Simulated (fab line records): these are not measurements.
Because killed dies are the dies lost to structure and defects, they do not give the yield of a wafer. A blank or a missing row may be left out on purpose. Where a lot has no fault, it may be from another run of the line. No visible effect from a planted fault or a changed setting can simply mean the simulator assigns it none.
fab line records | flow n5-finfet
[record] lots = 7 wafers = 21
route steps=1938 shown BEOL_M12@1649 BEOL_M13@1710 BEOL_M14@1770 BEOL_M15@1776 MIM_BOT@1833 MIM_TOP_LITHO@1843 TV_OPEN@1888 PAD_METAL@1896
start-h: hours from the record's opening day to when the first of the lot's shown wafers began | wait-h: hours since the lot's step before | " the same as in the row above | L1.1+2: one row covering several wafers at once | - value missing, or start not given | * or withheld: withheld | < > ~ a bound
route shown NAME@n: names a module that has steps shown in the file, with the first one's number in the route | usual: the fault-free wafers' mean and standard deviation | same: alike in all rows | chamber/n: place in a boat | sites: each site's reading | _std_site: the standard deviation of these | _edge_site: outer sites' mean less inner sites' | radius-mm: for every site, how far away it sits from the centre of the wafer | mask NAME#n: copy n | behind: the tool/chamber that last shaped the wafer | hold: what put the lot on hold/how long, in hours/how the hold closed | device: the transistor (n, p or np) that didn't switch | end of line: at the end of the route, the tests of the same wafers | a step given without rows: its recipe and nothing more | killed: dies lost to structure and defects at the first sort, not the wafer's yield | map: a wafer's dies, x killed, . not, _ none there
set.NAME: setting as actually run; set.NAME@STEP: the setting as run at that earlier step | model.NAME: the simulator's own value behind a step, which no gauge read
lots whose settings were changed on purpose; a table a step, a row a wafer
[[steps]]
[step N5_BEOL_M12_SPUTTER_44]
[recipe] material = Ta target-thk-a = 100 temp-c = 50 bias-v = 80 power-w = 15000 chamber-pressure-pa = 0.07 time-s = 16.13
// columns lot.wafer tool chamber start-h wait-h set.time-s model.Ta_of_BEOL_M12_SPUTTER_44.thk-nm
L075.2+4+5 pvd-sputter-01 - 252.55 0.0 16.13 10
L081.4+6 pvd-sputter-03 - 287.31 0.0 18.49 11.6
L081.5 " - " " 16.13 10
L082.2+3+6 pvd-sputter-01 - 293.27 0.0 16.13 10
L085.1+2+5 pvd-sputter-03 - 320.60 0.0 18.36 11.4
L088.2 pvd-sputter-01 - 323.21 0.0 16.13 10.4
L088.5+6 " - " " 16.13 10.2
L093.2+4+6 pvd-sputter-01 - 358.65 0.0 16.13 10
L095.1+3 pvd-sputter-02 - 380.90 0.0 16.13 10
L095.4 " - " " 14.08 8.8
[step N5_BEOL_M12_SPUTTER_45]
[recipe] material = Cu target-thk-a = 800 temp-c = -20 bias-v = 60 power-w = 26000 chamber-pressure-pa = 0.13 time-s = 13.33
[step N5_BEOL_M12_ECD_47]
[recipe] material = Cu target-thk-a = 7200
[step N5_BEOL_M12_ANNEAL_48]
[recipe] temp-c = 225 time-s = 90 ambient = N2
[step N5_BEOL_M12_CMP_49]
[recipe] stop-on = SiOC t-overpolish-s = 20.6 down-force-psi = 1 platen-rpm = 50 clearing-platen-down-force-psi = 1.5 clearing-platen-rpm = 50 post-cmp-clean = cu-alkaline target-thk-nm = 320 clearing-platen-pad-velocity-m-s = 0.99484 pad-velocity-m-s = 0.99484
[usual] barrier-field-endpoint-s = 30.6/0.78
// columns lot.wafer tool chamber start-h wait-h set.time-s@BEOL_M12_SPUTTER_44 barrier-field-endpoint-s
L075.4 cmp-04 2 253.35 0.2 16.13 29.4
L075.2 " 3 " " 16.13 29.9
L075.5 " 0 " " 16.13 29.4
L081.4 cmp-04 1 288.07 0.2 18.49 33.9
L081.6 " 3 " " 18.49 33.5
L081.5 " 0 " " 16.13 31.7
L082.2 cmp-01 1 293.94 0.2 16.13 31.0
L082.3 " 3 " " 16.13 30.0
L082.6 " 0 " " 16.13 30.4
L085.2 cmp-01 0 322.44 0.2 18.36 31.3
L085.1 " 3 " " 18.36 30.7
L085.5 " 1 " " 18.36 31.2
L088.2 cmp-01 0 323.92 0.3 16.13 30.8
L088.5 " 2 " " 16.13 30.0
L088.6 " 3 " " 16.13 30.2
L093.4 cmp-04 3 360.49 0.1 16.13 30.5
L093.2 " 0 " " 16.13 30.0
L093.6 " 0 " " 16.13 29.9
L095.1 cmp-01 3 381.57 0.3 16.13 30.8
L095.4 " 0 " " 14.08 29.2
L095.3 " 1 " " 16.13 31.0
[step N5_BEOL_M13_CMP_49]
[recipe] stop-on = SiOC t-overpolish-s = 17.1 down-force-psi = 1 platen-rpm = 50 clearing-platen-down-force-psi = 1.5 clearing-platen-rpm = 50 post-cmp-clean = cu-alkaline target-thk-nm = 420 clearing-platen-pad-velocity-m-s = 0.99484 pad-velocity-m-s = 0.99484
[usual] barrier-field-endpoint-s = 30.1/0.64
// columns lot.wafer tool chamber start-h wait-h set.down-force-psi barrier-field-endpoint-s
L075.4 cmp-04 2 266.84 0.2 0.9169 33.6
L075.2 " 3 " " 0.9169 33.6
L075.5 " 2 " " 0.9169 33.3
L081.4 cmp-02 1 294.56 0.2 1 29.0
L081.5 " 2 " " 1 30.1
L081.6 " 3 " " 1 29.5
L082.3 cmp-01 1 300.92 0.2 1 30.5
L082.2 " 3 " " 1 30.0
L082.6 " 1 " " 1 30.5
L085.2 cmp-04 1 326.75 0.2 1.1 27.8
L085.1 " 3 " " 1.1 28.1
L085.5 " 0 " " 1 30.3
L088.2 cmp-02 1 329.26 0.3 1 29.3
L088.6 " 3 " " 1 30.0
L088.5 " 0 " " 0.8576 34.3
L093.2 cmp-04 2 365.32 0.2 1 29.6
L093.4 " 3 " " 1 30.6
L093.6 " 2 " " 1 29.5
L095.4 cmp-04 2 387.60 0.1 1 31.4
L095.1 " 0 " " 1 29.9
L095.3 " 1 " " 1 30.6
[step N5_BEOL_M14_DEP_53]
[recipe] material = SiCN target-thk-a = 500 temp-c = withheld precursor = 3MS/NH3 pressure-torr = 3 rf-w = 675 time-s = 17.8
// columns lot.wafer tool chamber start-h wait-h set.time-s model.SiCN_of_BEOL_M14_DEP_53.thk-nm
L075.2 pecvd-02 1 272.81 0.0 18.95 52
L075.4 " 0 " " 17.8 50
L075.5 " 1 " " 17.8 49.8
L081.4 pecvd-04 0 300.02 0.0 19.19 54.4
L081.5 " 1 " " 17.8 49.8
L081.6 " 2 " " 17.8 50.2
L082.2+3 pecvd-03 1,2 306.62 0.0 17.8 49
L082.6 " 0 " " 17.8 50.2
L085.1 pecvd-02 0 334.95 0.0 17.8 49.6
L085.2 " 1 " " 17.8 50.2
L085.5 " 1 " " 17.8 50.6
L088.2 pecvd-03 0 335.08 0.0 16.61 45.8
L088.5+6 " 1,2 " " 17.8 51
L093.2 pecvd-02 1 370.59 0.0 17.8 49
L093.4 " 1 " " 17.8 49.8
L093.6 " 2 " " 17.8 49.2
L095.1 pecvd-03 0 395.81 0.0 18.97 52.8
L095.3 " 2 " " 18.97 54
L095.4 " 0 " " 17.8 49.8
[step N5_BEOL_M15_COAT_04]
[recipe] spin-rpm = 1704 resist-thk-nm = 800
// columns lot.wafer tool chamber start-h wait-h set.spin-rpm model.coat_of_BEOL_M15_COAT_04.thk-nm
L075.2 litho-track-03 0 - - 1518 844.6
L075.4 " 0 " " 1518 846.4
L075.5 " 0 " " 1704 799
L081.4 litho-track-05 0 - - 1532 842.6
L081.5 " 0 " " 1532 840
L081.6 " 0 " " 1704 798.2
L082.2 litho-track-03 0 - - 1704 798.4
L082.3 " 0 " " 1609 823
L082.6 " 0 " " 1609 820.2
L085.1 litho-track-05 0 - - 1704 801.8
L085.2 " 0 " " 1535 843
L085.5 " 0 " " 1704 801.4
L088.2 litho-track-03 0 - - 1704 802.2
L088.5 " 0 " " 1704 802.4
L088.6 " 0 " " 1704 801.2
L093.2 litho-track-02 0 - - 1704 803.8
L093.4 " 0 " " 1704 801.4
L093.6 " 0 " " 1704 800.2
L095.1 litho-track-05 0 - - 1704 800.6
L095.3 " 0 " " 1781 781.4
L095.4 " 0 " " 1704 800.4
[step N5_BEOL_M15_EBR_06]
[recipe] solvent = PGMEA ebr-width-mm = 1.5
[step N5_BEOL_M15_SOFTBAKE_05]
[recipe] temp-c = 130 time-s = 60
[step N5_BEOL_M15_DESCUM_15]
[recipe] chemistry = O2 time-s = 7.9 source-power-w = 50 bias-power-w = 20 pressure-mtorr = 20 rf-frequency-hz = 2.712e+07 temp-c = 40 o2-flow-sccm = 225
[step N5_BEOL_M15_ETCH_59]
[recipe] chemistry = N2/H2 target = BARC target-depth-a = 890 overetch-a = 267 time-s = 67.9 ion-energy-ev = 200 pressure-mtorr = 30 source-w = 840 bias-w = 150 n2-flow-sccm = 200 h2-flow-sccm = 200
[step N5_BEOL_M15_VIA_ETCH_16]
[recipe] chemistry = C4F8/O2/Ar target = SiO2 he-inner-torr = 15 he-outer-torr = 30 target-depth-a = 17922 time-s = withheld ion-energy-ev = 800 pressure-mtorr = 20 source-w = 1905 bias-w = 2040 Ar_flow_sccm = 400 C4F8_flow_sccm = 16 O2_flow_sccm = 12 ends = cleared
// columns lot.wafer tool chamber start-h wait-h set.spin-rpm@BEOL_M15_COAT_04 model.coat_of_BEOL_M15_COAT_04.thk-nm
L075.2 rie-diel-04 3 273.79 0.0 1518 391.4
L075.4 " 2 " " 1518 375
L075.5 " 3 " " 1704 327.6
L081.4 rie-diel-04 2 301.11 0.1 1532 368.4
L081.5 " 1 " " 1532 365.4
L081.6 " 0 " " 1704 337.8
L082.2 rie-diel-03 1 307.48 0.0 1704 326.2
L082.3 " 2 " " 1609 357
L082.6 " 1 " " 1609 345.8
L085.1 rie-diel-04 0 335.81 0.0 1704 342.4
L085.2 " 2 " " 1535 380.6
L085.5 " 1 " " 1704 333
L088.2 rie-diel-03 0 335.95 0.0 1704 330
L088.5 " 0 " " 1704 326.4
L088.6 " 1 " " 1704 323.6
L093.2 rie-diel-01 0 371.57 0.0 1704 340.4
L093.4 " 1 " " 1704 330.4
L093.6 " 0 " " 1704 330.6
L095.1 rie-diel-03 2 396.74 0.0 1704 334.4
L095.3 " 0 " " 1781 325.8
L095.4 " 3 " " 1704 327.2
[step N5_MIM_BOT_SPUTTER_00]
[recipe] material = TiN target-thk-a = 350 temp-c = 200 power-w = 3000 chamber-pressure-pa = 0.49996 gas = Ar reactive-partial-pa = 0.37997 time-s = 89.7
// columns lot.wafer tool chamber start-h wait-h set.time-s model.TiN_of_MIM_BOT_SPUTTER_00.thk-nm
L075.2+5 pvd-sputter-01 - 281.71 0.0 89.7 34.2
L075.4 " - " " 99.81 38.6
L081.4 pvd-sputter-03 - 306.61 0.0 89.7 34.8
L081.5 " - " " 89.7 35
L081.6 " - " " 103 40.2
L082.2 pvd-sputter-02 - 313.51 0.0 81.02 31.8
L082.3 " - " " 81.02 32
L082.6 " - " " 89.7 35.2
L085.1 pvd-sputter-03 - 343.65 0.0 89.7 35.4
L085.2 " - " " 89.7 35.6
L085.5 " - " " 89.7 35.8
L088.2 pvd-sputter-02 - 344.00 0.0 89.7 34.6
L088.5 " - " " 89.7 35
L088.6 " - " " 79.9 31
L093.2 pvd-sputter-02 - 378.56 0.0 89.7 36.2
L093.4 " - " " 89.7 35.6
L093.6 " - " " 89.7 36
L095.1+3 pvd-sputter-03 - 403.82 0.0 81.79 32.4
L095.4 " - " " 81.79 32
[step N5_MIM_TOP_LITHO_EXPOSE_05]
[recipe] mask-id = MIM_TOP na = 0.55 source-shape = conventional sigma-outer = 0.8 polarization = unpolarized target-cd-nm = 2000 dose-mj = 20.5
// columns lot.wafer tool chamber start-h wait-h mask set.dose-mj
L075.2+4 krf-scanner-02 0 283.22 - MIM_TOP#0 20.5
L075.5 " 0 " " MIM_TOP#0 19.83
L081.4+5+6 krf-scanner-02 0 308.28 - MIM_TOP#0 20.5
L082.2+3+6 krf-scanner-01 0 315.66 - MIM_TOP#0 20.5
L085.1 krf-scanner-02 0 344.99 - MIM_TOP#0 20.5
L085.2+5 " 0 " " MIM_TOP#0 19.19
L088.2+5+6 krf-scanner-01 0 347.46 - MIM_TOP#0 20.5
L093.2+4+6 krf-scanner-02 0 379.68 - MIM_TOP#0 20.5
L095.1+4 krf-scanner-01 0 406.20 - MIM_TOP#0 21.32
L095.3 " 0 " " MIM_TOP#0 20.5
[step N5_MIM_TOP_LITHO_PEB_06]
[recipe] peb-temp-c = withheld peb-time-s = *
[step N5_MIM_TOP_LITHO_DEVELOP_07]
[recipe] develop-time-s = 60 rinse-liquid = diw dry = air-spin dev-temp-c = 21
[step N5_MIM_TOP_LITHO_HARDBAKE_09]
[recipe] temp-c = 130 time-s = 120
[step N5_MIM_TOP_LITHO_CD_MEAS_08]
[recipe] target-cd-nm = 2000 landing-energy-ev = 500 detector = se-inlens
[usual] cd-nm = 1999.8/1.2
// columns lot.wafer tool chamber start-h wait-h set.dose-mj@MIM_TOP_LITHO_EXPOSE_05 cd-nm
L075.2 cd-sem-01 0 283.39 - 20.5 2001.0
L075.4 " 0 " " 20.5 2001.4
L075.5 " 0 " " 19.83 2007.7
L081.4 cd-sem-01 0 308.44 - 20.5 1998.9
L081.5 " 0 " " 20.5 1998.5
L081.6 " 0 " " 20.5 1999.3
L082.2 cd-sem-02 0 315.83 - 20.5 2000.6
L082.3 " 0 " " 20.5 1999.9
L082.6 " 0 " " 20.5 1999.8
L085.1 cd-sem-03 0 345.17 - 20.5 1999.0
L085.2 " 0 " " 19.19 2013.4
L085.5 " 0 " " 19.19 2012.8
L088.2 cd-sem-01 0 347.63 - 20.5 2000.0
L088.5 " 0 " " 20.5 2000.9
L088.6 " 0 " " 20.5 2000.7
L093.2 cd-sem-03 0 379.85 - 20.5 2000.6
L093.4 " 0 " " 20.5 2000.9
L093.6 " 0 " " 20.5 2000.0
L095.1 cd-sem-01 0 406.37 - 21.32 1992.0
L095.3 " 0 " " 20.5 2000.3
L095.4 " 0 " " 21.32 1991.2
[step N5_PASSIVATION_VIA_ETCH_13]
[recipe] chemistry = CHF3/O2 target = SiO2 target-depth-a = 6600 CHF3_flow_sccm = 50 O2_flow_sccm = 5 Ar_flow_sccm = 200 time-s = 330 mask-material = PR pressure-mtorr = 30 source-w = 650 bias-w = 170 ion-energy-ev = 200 ends = cleared
[usual] rf-vpp-V = 524/5.6
// columns lot.wafer tool chamber start-h wait-h set.bias-w rf-vpp-V
L075.2 rie-diel-04 1 286.12 0.0 170 527
L075.4 " 0 " " 181.2 545
L075.5 " 3 " " 181.2 544
L081.4 rie-diel-04 0 311.21 0.1 170 518
L081.5 " 1 " " 170 528
L081.6 " 2 " " 170 523
L082.2 rie-diel-01 1 318.65 0.0 170 526
L082.3 " 2 " " 170 523
L082.6 " 2 " " 170 523
L085.1 rie-diel-01 0 350.16 0.0 155.1 480
L085.2 " 1 " " 170 528
L085.5 " 0 " " 155.1 478
L088.2 rie-diel-01 1 350.95 0.0 170 524
L088.5 " 0 " " 170 517
L088.6 " 3 " " 145.8 470
L093.2 rie-diel-03 1 384.63 0.0 170 532
L093.4 " 0 " " 170 516
L093.6 " 3 " " 170 533
L095.1 rie-diel-01 3 409.76 0.0 170 530
L095.3 " 2 " " 170 523
L095.4 " 1 " " 170 526
[step N5_PASSIVATION_AL_DEP_21]
[recipe] material = Al target-thk-a = 28000 temp-c = 400 time-s = 170 power-w = 30000 chamber-pressure-pa = 0.4 gas = Ar
// columns lot.wafer tool chamber start-h wait-h set.time-s model.Al_of_PASSIVATION_AL_DEP_21.thk-nm
L075.2 pvd-sputter-01 - 287.07 0.1 170 2766
L075.4 " - " " 170 2751
L075.5 " - " " 170 2757
L081.4 pvd-sputter-02 - 312.33 0.1 187.7 3087
L081.5 " - " " 170 2810
L081.6 " - " " 187.7 3063
L082.2 pvd-sputter-03 - 319.88 0.1 170 2801
L082.3 " - " " 170 2802
L082.6 " - " " 170 2787
L085.1 pvd-sputter-03 - 351.25 0.1 183.1 3004
L085.2 " - " " 170 2811
L085.5 " - " " 170 2805
L088.2 pvd-sputter-01 - 351.63 0.1 184.5 3044
L088.5 " - " " 184.5 3030
L088.6 " - " " 184.5 3023
L093.2 pvd-sputter-01 - 385.46 0.1 170 2834
L093.4 " - " " 170 2839
L093.6 " - " " 170 2820
L095.1 pvd-sputter-02 - 411.01 0.1 156.7 2562
L095.3 " - " " 170 2749
L095.4 " - " " 170 2787
[[key]]
[split] step = N5_BEOL_M12_SPUTTER_44 setting = time-s stated = 16.13 by = wafer
[response] step = N5_BEOL_M12_SPUTTER_44 reading = model.Ta_of_BEOL_M12_SPUTTER_44.thk-nm change = +0.103 per = 1% r = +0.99
[response] step = N5_BEOL_M12_CMP_49 reading = barrier-field-endpoint-s change = +0.135 per = 1% r = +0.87
[split] step = N5_BEOL_M13_CMP_49 setting = down-force-psi stated = 1 by = wafer
[response] step = N5_BEOL_M13_CMP_49 reading = barrier-field-endpoint-s change = -0.296 per = 1% r = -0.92
[split] step = N5_BEOL_M14_DEP_53 setting = time-s stated = 17.8 by = wafer
[response] step = N5_BEOL_M14_DEP_53 reading = model.SiCN_of_BEOL_M14_DEP_53.thk-nm change = +0.558 per = 1% r = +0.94
[split] step = N5_BEOL_M15_COAT_04 setting = spin-rpm stated = 1704 by = wafer
[response] step = N5_BEOL_M15_COAT_04 reading = model.coat_of_BEOL_M15_COAT_04.thk-nm change = -4.23 per = 1% r = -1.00
[response] step = N5_BEOL_M15_VIA_ETCH_16 reading = model.coat_of_BEOL_M15_COAT_04.thk-nm change = -4.02 per = 1% r = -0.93
[split] step = N5_MIM_BOT_SPUTTER_00 setting = time-s stated = 89.7 by = wafer
[response] step = N5_MIM_BOT_SPUTTER_00 reading = model.TiN_of_MIM_BOT_SPUTTER_00.thk-nm change = +0.36 per = 1% r = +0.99
[split] step = N5_MIM_TOP_LITHO_EXPOSE_05 setting = dose-mj stated = 20.5 by = wafer
[response] step = N5_MIM_TOP_LITHO_CD_MEAS_08 reading = cd-nm change = -2.17 per = 1% r = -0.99
[split] step = N5_PASSIVATION_VIA_ETCH_13 setting = bias-w stated = 170 by = wafer
[response] step = N5_PASSIVATION_VIA_ETCH_13 reading = rf-vpp-V change = +3.9 per = 1% r = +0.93
[split] step = N5_PASSIVATION_AL_DEP_21 setting = time-s stated = 170 by = wafer
[response] step = N5_PASSIVATION_AL_DEP_21 reading = model.Al_of_PASSIVATION_AL_DEP_21.thk-nm change = +25.7 per = 1% r = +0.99
